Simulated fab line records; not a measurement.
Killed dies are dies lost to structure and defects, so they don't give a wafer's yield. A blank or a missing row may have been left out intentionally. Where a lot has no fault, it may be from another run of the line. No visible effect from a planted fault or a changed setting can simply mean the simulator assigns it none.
fab line records    flow n5-finfet
record lots=4  wafers=12  last-day=17
route steps=1938 shown WELL_APT@51 PMOS_HMC_CHANNEL_EPI@57 BEOL_M4@1111
lots with no fault: from the same line, run without faults
start-h: start of the lot's first displayed wafer, in hours after the record's first day    wait-h: hours elapsed since this lot's preceding step    " identical to the entry in the row above    L1.1+2: one row covering several wafers at once    - value missing, or start not given    * or withheld: withheld    < > ~ a bound
route shown NAME@n: NAME is a module with steps in the file, n the number in the route of the first one    usual: mean/standard deviation of fault-free wafers    same: alike in all rows    chamber/n: place in a boat    sites: readings site by site    _std_site: their standard deviation    _edge_site: outer sites' mean less inner sites'    radius-mm: how far each site lies from the wafer's centre    mask NAME#n: copy n    behind: the last tool/chamber to shape the wafer    hold: what put the lot on hold/how long, in hours/how the hold closed    device: whichever transistor did not switch (one of n, p or np)    end of line: at the end of the route, the tests of the same wafers    where a step has no rows: the recipe by itself    killed: at the first sort, the dies lost to defects and structure; wafer yield is something else    map: shows each die of a wafer: x if killed, . if not, _ if none is there
set.NAME: the setting the step ran with; set.NAME@STEP: the setting that earlier step ran with    model.NAME: the simulator's own value behind a step, which no gauge read
certain route steps with their lots: each step a table, each wafer a row
services: when a tool's chamber went out of use (start-h, in hours from the record's first day, below 0 if earlier), for how many hours, and the reason
## steps
# step N5_WELL_APT_OXIDE_STRIP_42
# recipe chemistry=dHF  dilution=25:1  time-s=45  temp-c=25  target=SiO2  target-depth-a=120
# step N5_WELL_APT_PRECLEAN_36
# recipe chemistry=O3/DIW  time-s=45  temp-c=22  o3-ppm=10
# step N5_WELL_APT_PRECLEAN_39
# recipe chemistry=dHF  time-s=60  dilution=150:1  temp-c=25
# step N5_WELL_APT_SRD_37
# recipe dry=ipa-marangoni  do-ppb=5  time-s=30  temp-c=23  rinse-liquid=diw
# step N5_WELL_APT_EPI_41
# recipe material=Si  target-thk-a=500  temp-c=650  precursor=SiH4/H2  pressure-torr=20  time-s=297.7
# step N5_PMOS_HMC_CHANNEL_EPI_HM_DEP_34
# recipe material=SiO2  target-thk-a=360  temp-c=400  precursor=TEOS/O2  pressure-torr=6.5  rf-w=900  teos-flow-sccm=161.4  gas=O2  flow-sccm=2650  time-s=6.9
# step N5_PMOS_HMC_CHANNEL_EPI_COAT_31
# recipe resist=BARC  temp-c=205  time-s=60  spin-rpm=1500  resist-thk-nm=66
# step N5_PMOS_HMC_CHANNEL_EPI_COAT_03
# recipe resist=CAR-ArF-block  spin-rpm=1500  resist-thk-nm=205
# step N5_PMOS_HMC_CHANNEL_EPI_EBR_05
# recipe solvent=PGMEA  ebr-width-mm=1.5
# step N5_PMOS_HMC_CHANNEL_EPI_SOFTBAKE_04
# recipe temp-c=110  time-s=60  resist=CAR-ArF-block
# step N5_PMOS_HMC_CHANNEL_EPI_EXPOSE_06
# recipe mask-id=PMOS_HMC_BLK  na=1.35  source-shape=conventional  sigma-outer=0.8  polarization=unpolarized  target-cd-nm=240  dose-mj=41
# step N5_PMOS_HMC_CHANNEL_EPI_PEB_07
# recipe peb-temp-c=110  peb-time-s=60  resist=CAR-ArF-block
# usual heater-power-total-W=175.2/1.6  plate-temp-C=109.99/0.11
lot.wafer  tool            chamber  start-h  wait-h  heater-power-total-W  plate-temp-C
L478.2     litho-track-03  0        89.38    0.0     177.3                 110.11
L478.3     "               0        "        "       173.2                 110.21
L478.4     "               0        "        "       173.0                 110.11
L483.1     litho-track-03  0        119.43   0.1     183.1                 113.01
L483.4     "               0        "        "       183.1                 112.96
L483.6     "               0        "        "       183.6                 112.97
L484.1     litho-track-02  0        125.16   0.1     174.6                 109.86
L484.3     "               0        "        "       173.1                 110.02
L484.5     "               0        "        "       176.1                 109.88
L487.2     litho-track-03  0        143.43   0.0     181.8                 112.83
L487.4     "               0        "        "       180.8                 113.07
L487.6     "               0        "        "       183.2                 112.90
# step N5_PMOS_HMC_CHANNEL_EPI_DEVELOP_08
# recipe develop-time-s=30  developer=TMAH  resist=CAR-ArF-block  dev-temp-c=23  rinse-liquid=diw  dry=air-spin
# step N5_PMOS_HMC_CHANNEL_EPI_CD_MEAS_09
# recipe target-cd-nm=237.4  landing-energy-ev=500  detector=se-inlens
# usual cd-nm=237.4/0.88
lot.wafer  tool       chamber  start-h  wait-h  cd-nm
L478.2     cd-sem-03  0        89.45    -       236.1
L478.3     "          0        "        "       236.1
L478.4     "          0        "        "       236.9
L483.1     cd-sem-03  0        119.50   -       246.5
L483.4     "          0        "        "       247.9
L483.6     "          0        "        "       246.5
L484.1     cd-sem-02  0        125.23   -       237.3
L484.3     "          0        "        "       237.3
L484.5     "          0        "        "       237.7
L487.2     cd-sem-02  0        143.50   -       246.3
L487.4     "          0        "        "       247.1
L487.6     "          0        "        "       246.5
# step N5_PMOS_HMC_CHANNEL_EPI_DESCUM_14
# recipe chemistry=O2  time-s=7.9  source-power-w=50  bias-power-w=20  pressure-mtorr=20  rf-frequency-hz=2.712e+07  temp-c=40  resist=CAR-ArF-block  o2-flow-sccm=225
# usual drypump-motor-current-A=5.5/0.49  o2-flow-sccm=225.0/0.69  oes-product-au=0.79/0.062  rf-vpp-V=242.8/1.6  showerhead-plenum-p-Torr=2.06/0.081  throttle-valve-pct=20.30/0.15
lot.wafer  tool         chamber  start-h  wait-h  drypump-motor-current-A  o2-flow-sccm  oes-product-au  rf-hours-counter-h  rf-vpp-V  showerhead-plenum-p-Torr  throttle-valve-pct  model.PMOS_HMC_CHANNEL_EPI.cd-nm
L478.2     rie-diel-01  2        89.53    0.0     6.3                      224.0         0.75            130                 243.3     2.10                      20.26               235.9
L478.3     "            1        "        "       4.7                      225.1         0.73            162                 244.8     2.17                      20.59               236
L478.4     "            0        "        "       5.4                      224.4         0.81            81                  241.8     1.94                      20.18               236.5
L483.1     rie-diel-02  3        119.61   0.1     5.9                      225.3         0.79            124                 244.9     2.11                      20.34               246.7
L483.4     "            1        "        "       6.3                      224.8         0.79            131                 242.2     2.01                      20.21               247.5
L483.6     "            2        "        "       5.1                      225.1         0.76            -                   242.2     2.00                      20.26               246.6
L484.1     rie-diel-02  3        125.32   0.0     5.9                      225.7         0.78            126                 244.9     2.10                      20.36               237.4
L484.3     "            2        "        "       5.1                      225.1         0.77            142                 241.9     2.00                      20.24               237.4
L484.5     "            1        "        "       6.3                      225.8         0.79            -                   241.0     2.01                      20.21               237.7
L487.2     rie-diel-01  1        143.82   0.3     4.7                      223.9         0.72            178                 244.2     2.17                      20.60               246.2
L487.4     "            2        "        "       6.3                      225.9         0.74            146                 243.3     2.10                      20.29               246.9
L487.6     "            0        "        "       5.4                      223.6         0.79            -                   241.0     1.94                      20.19               246.2
# step N5_PMOS_HMC_CHANNEL_EPI_ETCH_32
# recipe chemistry=N2/H2  target=BARC  stop-on=SiO2  target-depth-a=858  over-etch-frac=0.3  time-s=50.3  ion-energy-ev=200  mask-material=CAR-ArF-block  pressure-mtorr=30  source-w=840  bias-w=150  n2-flow-sccm=200  h2-flow-sccm=200
# step N5_PMOS_HMC_CHANNEL_EPI_HM_OPEN_15
# recipe chemistry=CHF3/O2  target=SiO2  mask-material=CAR-ArF-block  target-depth-a=406  CHF3_flow_sccm=50  O2_flow_sccm=5  Ar_flow_sccm=200  time-s=20.3  pressure-mtorr=30  source-w=650  bias-w=170  ion-energy-ev=200
# step N5_PMOS_HMC_CHANNEL_EPI_STRIP_33
# recipe chemistry=N2/H2  power-w=500  temp-c=40  pressure-mtorr=50  rf-frequency-hz=6e+07  overash-fraction=0.3  bias-power-w=8  h2-frac=0.5  n2-flow-sccm=300  h2-flow-sccm=300
# step N5_PMOS_HMC_CHANNEL_EPI_STRIP_17
# recipe chemistry=SPM  time-s=750  temp-c=130  h2so4-h2o2-vol-ratio=4  dry=ipa-marangoni
# step N5_PMOS_HMC_CHANNEL_EPI_ETCH_38
# recipe chemistry=CF4  target=SiO2  target-depth-a=15  ion-energy-ev=350  pressure-mtorr=10  icp-w=800  bias-w=400  cf4-flow-sccm=80
# step N5_PMOS_HMC_CHANNEL_EPI_FIN_RECESS_16
# recipe chemistry=HBr/Cl2  target=Si  mask-material=SiO2  target-depth-a=540  time-s=18  pressure-mtorr=10  icp-w=800  bias-w=75  HBr_flow_sccm=150  Cl2_flow_sccm=80
# usual drypump-motor-current-A=5.7/0.4  oes-product-au=0.999/0.017  throttle-valve-pct=35.52/0.23
lot.wafer  tool       chamber  start-h  wait-h  drypump-motor-current-A  oes-product-au  rf-hours-counter-h  throttle-valve-pct  model.PMOS_HMC_CHANNEL_EPI.cd-nm
L478.2     rie-si-04  3        90.01    0.0     5.8                      0.982           4                   35.57               239
L478.3     "          1        "        "       5.5                      1.006           14                  35.86               239.1
L478.4     "          2        "        "       4.9                      0.973           135                 35.77               240
L483.1     rie-si-04  1        120.07   0.0     5.5                      0.998           15                  35.88               249.2
L483.4     "          0        "        "       6.4                      1.026           75                  35.09               250.7
L483.6     "          1        "        "       5.5                      0.997           -                   35.87               249.3
L484.1     rie-si-03  1        125.78   0.0     5.8                      1.014           90                  35.66               239.5
L484.3     "          2        "        "       6.2                      0.982           81                  35.69               240.6
L484.5     "          1        "        "       5.7                      1.011           -                   35.64               239.5
L487.2     rie-si-03  3        144.27   0.0     5.8                      1.001           170                 35.54               249.3
L487.4     "          0        "        "       5.4                      0.983           172                 35.33               250.2
L487.6     "          0        "        "       5.4                      0.996           -                   35.34               249.5
# step N5_PMOS_HMC_CHANNEL_EPI_PRECLEAN_36
# recipe chemistry=O3/DIW  time-s=45  temp-c=22  o3-ppm=10
# step N5_BEOL_M4_RC_MEAS_101
# usual DIBL_N=36.5/1.4  DIBL_P=36.9/1.7  IOFF_N=0.163/0.023  IOFF_P=0.22/0.032  ION_N=673/9  ION_P=462/7.5  SS_N=71.6/0.54  SS_P=73.4/0.62  VT_N=249.8/2.8  VT_P=-250/3.5
lot.wafer  tool       chamber  start-h  wait-h  DIBL_N[mV/V]  DIBL_P[mV/V]  IOFF_N[nA/um]  IOFF_P[nA/um]  ION_N[uA/um]  ION_P[uA/um]  SS_N[mV/dec]  SS_P[mV/dec]  VT_N[mV]  VT_P[mV]
L478.2     prober-02  0        245.77   0.2     35.2          34.9          0.137          0.19           676           460           70.7          72.8          252.8     -253
L478.3     "          0        "        "       35.3          34.9          0.141          0.20           666           461           70.8          72.9          253.7     -248
L478.4     "          0        "        "       36.9          37.8          0.178          0.24           680           467           71.6          73.4          248.0     -251
L483.1     prober-02  0        276.53   0.0     36.5          38.4          0.171          0.22           669           457           71.6          73.4          248.7     -248
L483.4     "          0        "        "       36.6          38.5          0.178          0.23           683           469           72.6          72.7          249.9     -249
L483.6     "          0        "        "       36.5          38.4          0.169          0.22           681           467           71.5          73.4          249.4     -252
L484.1     prober-01  0        280.47   0.0     38.4          39.5          0.175          0.22           669           457           71.6          73.4          250.4     -252
L484.3     "          0        "        "       37.9          38.7          0.160          0.21           679           459           71.1          74.2          252.6     -254
L484.5     "          0        "        "       38.2          38.7          0.171          0.20           676           460           71.0          73.8          251.4     -254
L487.2     prober-01  0        307.80   0.2     33.6          33.8          0.129          0.17           665           462           70.9          72.0          249.9     -254
L487.4     "          0        "        "       34.3          35.2          0.147          0.19           677           464           70.7          73.3          246.3     -250
L487.6     "          0        "        "       32.6          33.7          0.118          0.17           672           468           70.5          72.9          253.8     -254
## services
tool            chamber  start-h  hours  kind
rie-si-04       1        72.76    8.3    repair
rie-diel-01     -        89.90    2.8    pm
litho-track-02  -        96.45    -      consumable-replace:filter
rie-diel-02     0        100.79   3.5    repair
rie-diel-02     0        104.59   9.6    repair
rie-si-04       0        117.91   1.8    repair
rie-diel-02     3        125.78   8.9    repair
## key
first-sign step=N5_PMOS_HMC_CHANNEL_EPI_PEB_07  reading=plate-temp-C  direction=up  sigmas=27  usual=*  struck=*
effect step=N5_PMOS_HMC_CHANNEL_EPI_PEB_07  reading=heater-power-total-W  direction=up  sigmas=4.6  usual=*  struck=*
effect step=N5_PMOS_HMC_CHANNEL_EPI_CD_MEAS_09  reading=cd-nm  direction=up  sigmas=11  usual=237.4  struck=246.8
model-effect step=N5_PMOS_HMC_CHANNEL_EPI_DESCUM_14  value=PMOS_HMC_CHANNEL_EPI.cd-nm  without=238.4  struck=246.7
model-effect step=N5_PMOS_HMC_CHANNEL_EPI_FIN_RECESS_16  value=PMOS_HMC_CHANNEL_EPI.cd-nm  without=241.4  struck=249.7
met-at N5_PMOS_HMC_CHANNEL_EPI_PEB_07
struck-wafers L483.1,L483.4,L483.6,L487.2,L487.4,L487.6
onset-between 89.38 119.43
fault kind=process-parameter-drift  tool=litho-track-03  chamber=-  onset-h=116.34  steps=N5_PMOS_HMC_CHANNEL_EPI_PEB_07  channel=peb-temp-c  offset=*  shape=step  end-h=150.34  acts-in=*  stated=*
